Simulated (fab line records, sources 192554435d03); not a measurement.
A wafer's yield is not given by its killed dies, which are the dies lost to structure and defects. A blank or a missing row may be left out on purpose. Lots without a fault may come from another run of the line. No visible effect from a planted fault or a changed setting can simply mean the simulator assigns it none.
Struck lot and sound lot, side by side ; flow n5_finfet ; 35 steps out of a route of 1938
Sound: wafers L635.1, L635.5, L635.6. Wafers L638.2, L638.3, L638.5 were the ones struck. Last of all comes the cause.
For every step that has rows: the tool of each side, followed by ch and its chambers, followed by its first start. Under that, the readings that differ: sound wafers ; struck wafers ; difference of the means ; sigmas: that difference in standard deviations of wafers without a fault.
alike: readings with means less than 2 such deviations apart, plus words and numbers identical on both sides. not compared: withheld readings, readings lacking a value on some wafer, bounds such as >300 that could conceal the same value, and numbers that have no deviation in the record and whose values overlap.
A row with sigmas, a row that says differs or no value, or rows on one side alone: a step with any of these is where the two part. Numbers that have no deviation but don't overlap get no sigmas and don't part them. Lack of a reading on every wafer of one side parts them only where that side has two or more wafers.

first, 12 steps without rows for these wafers: N5_BEOL_M4_SPUTTER_81 (material Cu, target thk 4.5 nm, time 8.29 s); N5_BEOL_M4_ANNEAL_82 (time 240 s); N5_BEOL_M4_SPUTTER_86 (material Cu, target thk 4.5 nm, time 8.29 s); N5_BEOL_M4_ANNEAL_87 (time 240 s); N5_BEOL_M4_SPUTTER_88 (material Cu, target thk 4.5 nm, time 8.29 s); N5_BEOL_M4_ANNEAL_89 (time 240 s); N5_BEOL_M4_SPUTTER_90 (material Cu, target thk 4.5 nm, time 8.29 s); N5_BEOL_M4_ANNEAL_91 (time 240 s); N5_BEOL_M4_SPUTTER_92 (material Cu, target thk 4.5 nm, time 8.29 s); N5_BEOL_M4_ANNEAL_93 (time 240 s); N5_BEOL_M4_SPUTTER_94 (material Cu, target thk 4.5 nm, time 8.29 s); N5_BEOL_M4_ANNEAL_95 (time 240 s).
N5_BEOL_M4_SPUTTER_96: material Cu, target thk 4.5 nm, time 8.29 s.
  sound on pvd_sputter-02 at day 13 06:46; struck on pvd_sputter-01 at day 16 12:29
  alike: chamber_pressure_pa, chuck_gas_flow_sccm, throttle_valve_pct
then, 21 steps without rows for these wafers: N5_BEOL_M4_ECD_50 (material Cu, target thk 300 nm); N5_BEOL_M4_ANNEAL_51 (time 90 s); N5_BEOL_M4_CMP_52 (polishes, stops on SiOC, t overpolish 6.8 s, target thk 40 nm); N5_BEOL_M4_PRE_CLEAN_60 (time 15 s); N5_BEOL_M4_CO_CAP_55 (material Co, precursor CCTBA/H2, target thk 2 nm, time 102.1 s); N5_BEOL_M4_PRE_CLEAN_56 (time 15 s); N5_BEOL_M4_DEP_57 (deposits SiCN from 3MS/NH3, target thk 8 nm, time 14 s); N5_BEOL_M5_ILD_DEP_00 (deposits SiCOH lowk from DEMS/porogen, target thk 140.64 nm, time 25.9 s); N5_BEOL_M5_CURE_79 (cures SiCOH lowk, time 240 s); N5_BEOL_M5_PECVD_70 (deposits SiO2 from TEOS/O2, target thk 16 nm, time 18 s); N5_BEOL_M5_HM_DEP_02 (deposits TiN, target thk 20 nm); N5_BEOL_M5_COAT_59 (time 60 s, resist thk 60 nm); N5_BEOL_M5_COAT_60 (time 60 s, resist thk 12 nm); N5_BEOL_M5_COAT_71 (time 60 s, resist thk 5 nm); N5_BEOL_M5_COAT_05 (resist thk 30 nm); N5_BEOL_M5_EBR_07; N5_BEOL_M5_SOFTBAKE_06 (time 60 s); N5_BEOL_M5_EXPOSE_08 (exposes mask M5, target cd 28 nm); N5_BEOL_M5_PEB_09 (peb time 60 s); N5_BEOL_M5_DEVELOP_10 (develop time 30 s); N5_BEOL_M5_DESCUM_16 (chemistry O2, time 7 s).
-- a jump in the record: the struck wafers' starts before and after are 5 days apart (it breaks off in module BEOL_M5 and resumes in module PASSIVATION, where the first step shown is number 1936 of the route) --
N5_PASSIVATION_PROBE_49:
  the record has rows for the struck wafers here (prober-02, day 21 02:22) and none for the sound ones

== WHERE THEY PART ==
Only at N5_PASSIVATION_PROBE_49, within this record.

WHY: the cause the simulator had injected
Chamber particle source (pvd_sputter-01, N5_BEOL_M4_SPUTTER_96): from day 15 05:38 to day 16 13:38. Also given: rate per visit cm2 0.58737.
